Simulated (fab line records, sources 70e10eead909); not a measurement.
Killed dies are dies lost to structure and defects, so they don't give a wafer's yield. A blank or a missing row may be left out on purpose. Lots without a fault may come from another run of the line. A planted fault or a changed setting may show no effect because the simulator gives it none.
Which tool did it? | flow nand_harc | 22 lots, 66 wafers sampled, at 3 steps of a route of 1302

WHAT THE GAUGES READ, wafer by wafer
NHARC_A_CHANNEL_FILL_D2_INSPECT_13.
lot  | measured     | on                | raw_defect_count
L075 | day 15 11:58 | defect_inspect-02 | 331 465 341
L074 | day 15 12:08 | defect_inspect-01 | 567 783 406
L076 | day 16 11:08 | defect_inspect-02 | 480 409 544
L077 | day 16 11:08 | defect_inspect-01 | 355 371 332
L078 | day 16 11:17 | defect_inspect-02 | 380 431 526
L079 | day 17 18:56 | defect_inspect-01 | 396 260 337
L081 | day 17 19:06 | defect_inspect-02 | 386 514 291
L082 | day 18 18:32 | defect_inspect-01 | 340 459 350
L083 | day 19 00:20 | defect_inspect-02 | 411 422 338
L085 | day 20 08:58 | defect_inspect-01 | 173 287 298
L084 | day 20 11:40 | defect_inspect-02 | 460 317 429
L086 | day 20 15:21 | defect_inspect-02 | 403 488 287
L088 | day 21 14:04 | defect_inspect-01 | 573 349 500
L089 | day 22 01:57 | defect_inspect-01 | 305 259 324
L090 | day 22 01:49 | defect_inspect-02 | 317 315 264
L091 | day 22 16:24 | defect_inspect-01 | 404 390 443
L092 | day 23 12:20 | defect_inspect-01 | 365 362 465
L093 | day 24 00:11 | defect_inspect-02 | 317 401 406
L095 | day 24 12:04 | defect_inspect-01 | 208 289 256
L094 | day 24 12:04 | defect_inspect-02 | 370 261 315
L096 | day 24 19:59 | defect_inspect-02 | 288 419 293
L097 | day 25 07:06 | defect_inspect-02 | 285 500 297

WHICH TOOL RAN EACH LOT (tool, then ch and the chambers of the sampled wafers, then the start)
lot  | NHARC_A_CHANNEL_HOLE_D2_ETCH_16               | NHARC_A_CHANNEL_HOLE_D2_ETCH_20
L075 | rie_diel-11 ch 0,1,2, day 13 06:23 or earlier | har_etch-02 ch 0,1, day 13 06:23
L074 | rie_diel-07 ch 0,2,3, day 13 07:28 or earlier | har_etch-01 ch 0,1, day 13 07:28
L076 | rie_diel-07 ch 1,3, day 14 04:22 or earlier   | har_etch-02 ch 0,1, day 14 04:22
L077 | rie_diel-11 ch 0,1,2, day 14 06:10 or earlier | har_etch-01 ch 0,1, day 14 06:10
L078 | rie_diel-07 ch 0,1,3, day 14 08:25 or earlier | har_etch-02 ch 0,1, day 14 08:25
L079 | rie_diel-03 ch 0,1,3, day 15 11:58 or earlier | har_etch-01 ch 0,1, day 15 11:58
L081 | rie_diel-11 ch 0,1,2, day 15 14:37 or earlier | har_etch-02 ch 0,1, day 15 14:37
L082 | rie_diel-11 ch 0,1,3, day 16 11:37 or earlier | har_etch-01 ch 0,1, day 16 11:37
L083 | rie_diel-07 ch 0,2,3, day 16 15:47 or earlier | har_etch-01 ch 0,1, day 16 15:47
L085 | rie_diel-07 ch 2,3, day 18 02:50 or earlier   | har_etch-01 ch 0,1, day 18 02:50
L084 | rie_diel-03 ch 1,2,3, day 18 06:59 or earlier | har_etch-01 ch 0,1, day 18 06:59
L086 | rie_diel-07 ch 1,2,3, day 18 07:44 or earlier | har_etch-02 ch 0,1, day 18 07:44
L088 | rie_diel-07 ch 1,2,3, day 19 07:42 or earlier | har_etch-02 ch 0,1, day 19 07:42
L089 | rie_diel-11 ch 0,2,3, day 19 20:35 or earlier | har_etch-02 ch 0,1, day 19 20:35
L090 | rie_diel-07 ch 0,1, day 19 20:00 or earlier   | har_etch-01 ch 0,1, day 19 20:00
L091 | rie_diel-11 ch 0,1,3, day 20 07:26 or earlier | har_etch-02 ch 0,1, day 20 07:26
L092 | rie_diel-11 ch 1,2,3, day 21 01:26 or earlier | har_etch-02 ch 0,1, day 21 01:26
L093 | rie_diel-07 ch 1,2,3, day 21 17:52 or earlier | har_etch-01 ch 0,1, day 21 17:52
L095 | rie_diel-07 ch 1,2, day 22 04:46 or earlier   | har_etch-02 ch 0,1, day 22 04:46
L094 | rie_diel-03 ch 0,1,2, day 22 05:51 or earlier | har_etch-01 ch 0,1, day 22 05:51
L096 | rie_diel-07 ch 1,2,3, day 22 12:51 or earlier | har_etch-02 ch 0,1, day 22 12:51
L097 | rie_diel-03 ch 0,1,3, day 23 02:37 or earlier | har_etch-02 ch 0,1, day 23 02:37
- NHARC_A_CHANNEL_HOLE_D2_ETCH_16: etches the open film in O2/COS, target depth 3100 nm, time 806 s.
- NHARC_A_CHANNEL_HOLE_D2_ETCH_20: etches the open film in C4F8/O2/Ar, time 361.9 s, target depth 1600 nm.

WHAT THE TOOLS THEMSELVES READ (means of the sampled wafers that have a number; where no wafer has one, the mark that the record gives instead)
NHARC_A_CHANNEL_HOLE_D2_ETCH_16.
lot  | tool        | drypump_motor_current_A (A) | o2_flow_sccm (sccm) | oes_product_au (a.u.) | rf_vpp_V (V) | showerhead_plenum_p_Torr (Torr) | throttle_valve_pct (%)
L075 | rie_diel-11 | 5.6                         | 399.5               | 0.993                 | 315.7        | 3.22                            | 28.320
L074 | rie_diel-07 | 6.0                         | 400.2               | 1.003                 | 315.1        | 3.15                            | 28.323
L076 | rie_diel-07 | 5.7                         | 400.9               | 0.991                 | 315.1        | 3.21                            | 28.322
L077 | rie_diel-11 | 5.6                         | 399.8               | 0.996                 | 315.2        | 3.22                            | 28.330
L078 | rie_diel-07 | 5.6                         | 400.6               | 1.011                 | 315.9        | 3.24                            | 28.333
L079 | rie_diel-03 | 5.8                         | 400.1               | 1.003                 | 315.2        | 3.18                            | 28.328
L081 | rie_diel-11 | 5.6                         | 399.7               | 0.997                 | 315.0        | 3.22                            | 28.317
L082 | rie_diel-11 | 5.7                         | 400.5               | 1.005                 | 313.2        | 3.11                            | 28.320
L083 | rie_diel-07 | 6.0                         | 400.1               | 0.989                 | 314.7        | 3.14                            | 28.329
L085 | rie_diel-07 | 6.2                         | 400.8               | 0.987                 | 313.9        | 3.11                            | 28.332
L084 | rie_diel-03 | 5.5                         | 400.7               | 0.996                 | 315.3        | 3.19                            | 28.333
L086 | rie_diel-07 | 5.9                         | 400.8               | 0.988                 | 315.4        | 3.17                            | 28.327
L088 | rie_diel-07 | 5.9                         | 398.1               | 0.993                 | 314.9        | 3.17                            | 28.336
L089 | rie_diel-11 | 5.5                         | 401.1               | 1.007                 | 314.8        | 3.13                            | 28.319
L090 | rie_diel-07 | 5.2                         | 399.7               | 0.993                 | 316.4        | 3.29                            | 28.330
L091 | rie_diel-11 | 5.7                         | 401.9               | 1.013                 | 314.1        | 3.11                            | 28.331
L092 | rie_diel-11 | 5.5                         | 399.4               | 0.999                 | 315.0        | 3.21                            | 28.325
L093 | rie_diel-07 | 5.9                         | 399.7               | 0.998                 | 315.0        | 3.17                            | 28.337
L095 | rie_diel-07 | 6.0                         | 401.1               | 0.997                 | 314.1        | 3.12                            | 28.327
L094 | rie_diel-03 | 5.7                         | 398.2               | 0.996                 | 313.0        | 3.08                            | 28.330
L096 | rie_diel-07 | 5.9                         | 400.9               | 0.992                 | 315.4        | 3.17                            | 28.330
L097 | rie_diel-03 | 5.8                         | 400.5               | 1.013                 | 314.5        | 3.17                            | 28.331

NHARC_A_CHANNEL_HOLE_D2_ETCH_20.
lot  | tool        | drypump_motor_current_A (A) | o2_flow_sccm (sccm) | showerhead_plenum_p_Torr (Torr) | throttle_valve_pct (%)
L075 | har_etch-02 | 5.8                         | 35.63               | 3.42                            | 32.157
L074 | har_etch-01 | 5.4                         | 35.77               | 3.57                            | 32.151
L076 | har_etch-02 | 5.8                         | 35.72               | 3.42                            | 32.149
L077 | har_etch-01 | 5.4                         | 35.69               | 3.56                            | 32.157
L078 | har_etch-02 | 5.8                         | 35.74               | 3.42                            | 32.163
L079 | har_etch-01 | 5.4                         | 35.72               | 3.55                            | 32.152
L081 | har_etch-02 | 5.8                         | 35.66               | 3.41                            | 32.160
L082 | har_etch-01 | 5.4                         | 35.59               | 3.54                            | 32.155
L083 | har_etch-01 | 5.1                         | 35.73               | 3.60                            | 32.153
L085 | har_etch-01 | 5.1                         | 35.62               | 3.59                            | 32.148
L084 | har_etch-01 | 5.1                         | 35.77               | 3.59                            | 32.159
L086 | har_etch-02 | 5.8                         | 35.66               | 3.93                            | 32.154
L088 | har_etch-02 | 5.8                         | 35.72               | 3.92                            | 32.150
L089 | har_etch-02 | 5.8                         | 35.77               | 3.91                            | 32.157
L090 | har_etch-01 | 5.1                         | 35.65               | 3.58                            | 32.155
L091 | har_etch-02 | 5.8                         | 35.60               | 3.91                            | 32.150
L092 | har_etch-02 | 5.7                         | 35.71               | 3.90                            | 32.156
L093 | har_etch-01 | 5.1                         | 35.62               | 3.57                            | 32.157
L095 | har_etch-02 | 5.8                         | 35.68               | 3.90                            | 32.154
L094 | har_etch-01 | 5.4                         | 35.64               | 3.50                            | 32.157
L096 | har_etch-02 | 5.8                         | 35.69               | 3.89                            | 32.165
L097 | har_etch-02 | 5.8                         | 35.64               | 3.89                            | 32.151

THE ANSWER, worked out from the rows above alone
Rule: what is usual is taken from the lots themselves. Put in order of their means at a reading, lots are off if they are a third of the lots or fewer, leave a main group of 4 or more, and stand apart from it by a gap of 3 or more times the standard deviation of the main group's means; of several such gaps the widest counts. A main group whose means are all the same, to the digits that the tables above print for the reading, isn't used. A lot without any number at a reading at which 4 lots or more have one is off too. The other lots that the step has rows for count as sound. The gauges are gone through in route order, then the tools' own readings, and for those a lot's mean is taken as printed above. The first step at which some lot is off is used, and at that step the reading that is off furthest; a lot without a number counts as furthest.
No lot is off at any reading shown: from this, nothing can be told.

WHAT THE SIMULATOR HAD PUT IN
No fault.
